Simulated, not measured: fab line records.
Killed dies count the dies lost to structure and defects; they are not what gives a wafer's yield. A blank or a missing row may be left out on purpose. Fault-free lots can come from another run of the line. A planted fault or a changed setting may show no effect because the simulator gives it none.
Chamber matching / flow nand-harc / NHARC_A_SGD_CUT_DEP_00 on pecvd-04: 3 sister chambers
The step deposits SiNx, target thk 50 nm. 14 wafers are shown with their chamber, then 7 later ones without.

## WAFERS, EACH WITH ITS CHAMBER
wafer=L952.1; chamber=1; heater-power-outer-w (W)=508; heater-power-w (W)=835
wafer=L952.4; chamber=0; heater-power-outer-w (W)=431; heater-power-w (W)=685
wafer=L952.5; chamber=2; heater-power-outer-w (W)=407; heater-power-w (W)=741
wafer=L954.1; chamber=2; heater-power-outer-w (W)=422; heater-power-w (W)=775
wafer=L954.3; chamber=1; heater-power-outer-w (W)=438; heater-power-w (W)=723
wafer=L954.4; chamber=2; heater-power-outer-w (W)=432; heater-power-w (W)=769
wafer=L959.2; chamber=1; heater-power-outer-w (W)=482; heater-power-w (W)=806
wafer=L959.5; chamber=1; heater-power-outer-w (W)=488; heater-power-w (W)=827
wafer=L959.6; chamber=0; heater-power-outer-w (W)=393; heater-power-w (W)=633
wafer=L962.1; chamber=1; heater-power-outer-w (W)=472; heater-power-w (W)=773
wafer=L962.3; chamber=2; heater-power-outer-w (W)=384; heater-power-w (W)=707
wafer=L962.6; chamber=0; heater-power-outer-w (W)=510; heater-power-w (W)=777
wafer=L966.2; chamber=2; heater-power-outer-w (W)=410; heater-power-w (W)=743
wafer=L966.3; chamber=0; heater-power-outer-w (W)=509; heater-power-w (W)=795

SIGNATURES, as means of the wafers listed above
reading=heater-power-outer-w; chamber 0=460.75; chamber 1=477.60; chamber 2=411.00; scatter within a chamber=35.9
reading=heater-power-w; chamber 0=722.50; chamber 1=792.80; chamber 2=747.00; scatter within a chamber=51.3
Rule: for a wafer and a chamber, the distance is found by dividing, reading by reading, the gap between the wafer's reading and the chamber's mean by the reading's scatter, squaring, summing and taking the root. The wafer belongs to the nearest chamber; if the next one is less than 2 further off, it can't be placed. How the scatter is found: for the shown wafers, subtract from each reading the mean of its chamber, square and add these, divide the total by (wafers less chambers), then take the root.

## WAFERS MISSING THEIR CHAMBER
wafer=L966.4; heater-power-outer-w (W)=509; heater-power-w (W)=784
wafer=L968.2; heater-power-outer-w (W)=429; heater-power-w (W)=754
wafer=L968.3; heater-power-outer-w (W)=514; heater-power-w (W)=793
wafer=L968.6; heater-power-outer-w (W)=513; heater-power-w (W)=778
wafer=L973.1; heater-power-outer-w (W)=403; heater-power-w (W)=665
wafer=L973.2; heater-power-outer-w (W)=510; heater-power-w (W)=825
wafer=L973.6; heater-power-outer-w (W)=472; heater-power-w (W)=809

## THE CHAMBER EACH PASSED THROUGH
wafer=L966.4; from the rows above=can't be placed: 1 or 0 or 2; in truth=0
wafer=L968.2; from the rows above=can't be placed: 2 or 0 or 1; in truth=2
wafer=L968.3; from the rows above=can't be placed: 1 or 0 or 2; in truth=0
wafer=L968.6; from the rows above=can't be placed: 1 or 0 or 2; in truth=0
wafer=L973.1; from the rows above=can't be placed: 2 or 0 or 1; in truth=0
wafer=L973.2; from the rows above=can't be placed: 1 or 0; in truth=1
wafer=L973.6; from the rows above=can't be placed: 1 or 0 or 2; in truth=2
0 of 7 placed correctly. These rows do not allow placing 7 (true chamber among the candidates in 7). Number placed wrongly: 0.
